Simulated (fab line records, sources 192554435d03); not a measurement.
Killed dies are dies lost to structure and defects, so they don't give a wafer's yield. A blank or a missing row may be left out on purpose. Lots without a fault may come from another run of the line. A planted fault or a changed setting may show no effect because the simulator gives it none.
Which tool did it? | flow n5_finfet | 11 lots, 33 wafers sampled, at 1 step of a route of 1938

WHAT THE GAUGES READ, wafer by wafer
N5_SD_EPI_N_INSPECT_26: inspects for defects (darkfield). Usual: raw_defect_count 211, standard deviation 40.
lot  | measured    | on                | raw_defect_count | flag
L190 | day 3 14:42 | defect_inspect-02 | 239 219 197      |
L193 | day 4 04:28 | defect_inspect-02 | 169 183 142      |
L194 | day 4 10:14 | defect_inspect-02 | 198 215 201      |
L195 | day 4 22:25 | defect_inspect-01 | 229 209 143      |
L196 | day 5 00:36 | defect_inspect-02 | 167 179 149      |
L199 | day 5 15:46 | defect_inspect-01 | 213 208 233      |
L198 | day 5 16:48 | defect_inspect-01 | 189 174 250      |
L201 | day 6 06:04 | defect_inspect-02 | 150 179 135      |
L202 | day 6 10:57 | defect_inspect-02 | 254 206 242      |
L205 | day 7 03:45 | defect_inspect-02 | 245 193 197      |
L210 | day 8 11:46 | defect_inspect-02 | 306 231 284      |

WHICH TOOL RAN EACH LOT (tool, then ch and the chambers of the sampled wafers, then the start)
The record holds no process step before these readings.

WHAT THE TOOLS THEMSELVES READ (means of the sampled wafers that have a number; where no wafer has one, the mark that the record gives instead)
The record holds no such reading with a usual standard deviation.

THE ANSWER, worked out from the rows above alone
Rule: a lot is off if the mean of its wafers that have a number lies more than 3 standard deviations from the usual mean. A lot without any number at a reading at which 4 lots or more have one is off too. The other lots that the step has rows for count as sound. The gauges are gone through in route order, then the tools' own readings, and for those a lot's mean is taken as printed above. The first step at which some lot is off is used, and at that step the reading that is off furthest; a lot without a number counts as furthest.
No lot is off at any reading shown: from this, nothing can be told.

WHAT THE SIMULATOR HAD PUT IN
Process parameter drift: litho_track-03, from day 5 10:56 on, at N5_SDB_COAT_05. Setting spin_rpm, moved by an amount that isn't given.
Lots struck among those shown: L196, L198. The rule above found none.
